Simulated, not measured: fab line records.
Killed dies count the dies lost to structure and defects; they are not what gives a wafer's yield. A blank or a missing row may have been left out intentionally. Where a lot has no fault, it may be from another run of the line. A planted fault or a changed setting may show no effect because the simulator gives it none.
Matching of chambers    flow n5_finfet    3 sister chambers for N5_BEOL_M6_CURE_74 on uv_cure-03
The step cures SiCOH lowk, time 240 s. 6 wafers are shown with their chamber, then 12 later ones without.

## WAFERS, EACH WITH ITS CHAMBER
wafer   chamber  wafer_temp_C_max  lamp_power_pct (%)
L083.5  0        387.4             52.34
L083.6  0        386.4             52.27
L085.5  1        385.8             52.30
L085.6  1        386.0             52.26
L087.5  2        387.0             52.35
L087.6  2        386.7             52.35

## WAFERS MISSING THEIR CHAMBER
wafer   wafer_temp_C_max  lamp_power_pct (%)
L093.3  387.5             52.31
L093.4  386.9             52.36
L093.6  387.0             52.28
L094.1  386.2             52.35
L094.5  385.9             52.29
L094.6  386.0             52.27
L096.2  387.0             52.28
L096.4  386.1             52.28
L096.6  387.1             52.28
L097.3  386.0             52.36
L097.5  385.7             52.34
L097.6  386.1             52.25

## WHICH CHAMBER EACH WENT THROUGH
wafer   from the rows above           in truth
L093.3  can't be placed: 0 or 2       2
L093.4  can't be placed: 2 or 0       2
L093.6  can't be placed: 0 or 2 or 1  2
L094.1  can't be placed: 2 or 0 or 1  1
L094.5  1                             1
L094.6  can't be placed: 1 or 0       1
L096.2  can't be placed: 0 or 2 or 1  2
L096.4  can't be placed: 1 or 0       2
L096.6  can't be placed: 0 or 2 or 1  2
L097.3  can't be placed: 2 or 1 or 0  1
L097.5  can't be placed: 1 or 2 or 0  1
L097.6  can't be placed: 1 or 0       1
Placed correctly: 1 of 12. Can't be placed from these rows: 11 (the true chamber is among the candidates in 10). Wrongly placed: 0.
How it was worked out, from the rows above alone: a wafer's distance from a chamber is the root of the sum, over the readings, of the square of ((its reading less the chamber's mean) divided by the reading's scatter). If the next closest chamber is less than 2 further off than the closest, the wafer can't be placed; otherwise it belongs to the closest. Each chamber's mean is taken over the wafers shown for it. The scatter is the square root of a quotient: the sum, over the shown wafers, of each reading's squared deviation from its chamber's mean, divided by wafers minus chambers.
